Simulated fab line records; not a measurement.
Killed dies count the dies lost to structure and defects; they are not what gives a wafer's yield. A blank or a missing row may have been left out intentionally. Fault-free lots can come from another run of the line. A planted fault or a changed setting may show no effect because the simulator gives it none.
8D (eight disciplines) problem report, filled in by code + flow nand harc + the parts of the form that need people (team, actions taken, sign-off) are left out

== 1. THE PROBLEM ==
Wafers with no fault read 27 with a standard deviation of 8, whereas killed at array at NHARC_END_SORT_01 reads a mean of 314 on 1 wafer of 1 lot. That puts it +36 standard deviations away from the usual mean.
First seen on wafer L476.1, day 21 11:08, on prober-01. The record holds 3 wafers of 1 lot with a number at this step. Rule for "out", or "out of limits": more than 4 standard deviations from the usual mean. All remaining wafers that have a number are taken as sound.

== 2. WHAT IT IS, WHAT IT ISN'T ==
| question                    | is                           | is not                                                             |
|-----------------------------|------------------------------|--------------------------------------------------------------------|
| which readings at this step | killed at array, killed dies | killed at other, killed at periphery, killed open, killed short    |
| which lots                  | L476                         | -                                                                  |
| which wafers of those lots  | L476.1                       | L476.4, L476.6                                                     |
| read on which gauges        | prober-01                    | -                                                                  |
| when                        | from day 21 11:08            | up to then (0 sound wafers); but 2 sound wafers of L476 came after |

== 3. SUSPECTS, AND WHAT RULES EACH OUT ==
Counting: any tool at a process step up to the reading remains a suspect provided it ran every lot that is out. Sound lots after the first of them don't rule it out here, since some wafers of a struck lot are sound.
- the gauge at NHARC_END_SORT_01: ruled out. All the wafers that are out were read on prober-01, but those of them that NHARC_A_CONTACT_ETCH_98 has rows for are out there too, on other tools.
- har cap etch-01 at NHARC_A_CONTACT_ETCH_136 (etches the open film in C4F8/O2/Ar, time 132 s, target depth 1287 nm): kept. It ran the lot that is out, L476 (day 18 23:57).
- rie diel-12 at NHARC_A_CONTACT_ETCH_98 (etches the open film in C4F6/O2, target depth 20 nm, time 10 s): kept. It ran the lot that is out, L476 (day 19 00:52). Its own readings are out on those wafers: run length s.
- rie diel-12 at NHARC_A_CONTACT_STRIP_26 (strips in O2): kept. It ran the lot that is out, L476 (day 21 11:08). Because NHARC_A_CONTACT_STRIP_26 lacks a start for some lots, the hours and order of its lots are taken from NHARC_END_SORT_01.
- In rie diel-12 at NHARC_A_CONTACT_ETCH_98, the wafers that are out were processed in chamber 0 and their sound lot-mates in chambers 1, 2.
- Within rie diel-12 at NHARC_A_CONTACT_STRIP_26, the wafers that are out were processed in chamber 1 and their sound lot-mates in chamber 0.
After the count, these remain: har cap etch-01 at NHARC_A_CONTACT_ETCH_136, rie diel-12 at NHARC_A_CONTACT_ETCH_98 and rie diel-12 at NHARC_A_CONTACT_STRIP_26.

== 4. THE CAUSE (what the simulator had put in) ==
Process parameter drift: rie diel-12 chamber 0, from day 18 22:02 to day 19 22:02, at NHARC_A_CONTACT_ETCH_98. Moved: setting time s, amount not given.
This tool is one of the 3 suspects left after counting.

== 5. SEQUENCE OF EFFECTS, ordered by route ==
One row per reading whose mean, taken over the struck wafers that have a number, lies over 3 standard deviations from the usual. Readings are gone through only where the record gives a usual standard deviation; hours: the median, over the lots, of the time from a lot's start at the first step in this table giving one to that lot's start at this step; sigmas: the change measured in usual standard deviations.
| hours | step                    | reading         | usual   | on struck wafers | change | sigmas |
|-------|-------------------------|-----------------|---------|------------------|--------|--------|
| 0     | NHARC_A_CONTACT_ETCH_98 | run length s    | 31.00 s | 27.71            | -3.29  | -11    |
| 58    | NHARC_END_SORT_01       | killed at array | 27      | 314              | +287   | +36    |
| 58    | NHARC_END_SORT_01       | killed dies     | 31      | 316              | +285   | +32    |
Here are the process steps it includes:
- NHARC_A_CONTACT_ETCH_98: etches the open film in C4F6/O2, target depth 20 nm, time 10 s.

== 6. HOW IT WOULD HAVE BEEN CAUGHT EARLIER ==
The first out-of-limits reading at a measuring or inspecting step in this record came at day 21 11:08, 61 hours after the fault's start at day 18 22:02.
The tool's own readings at NHARC_A_CONTACT_ETCH_98 were out on every struck wafer that the step has a row for (run length s): an alarm limit on them would have fired on the first of those.
By day 21 11:08, every lot that is out (1) had started NHARC_A_CONTACT_ETCH_98 on rie diel-12. Holding the tool at that point would not have protected any of them.
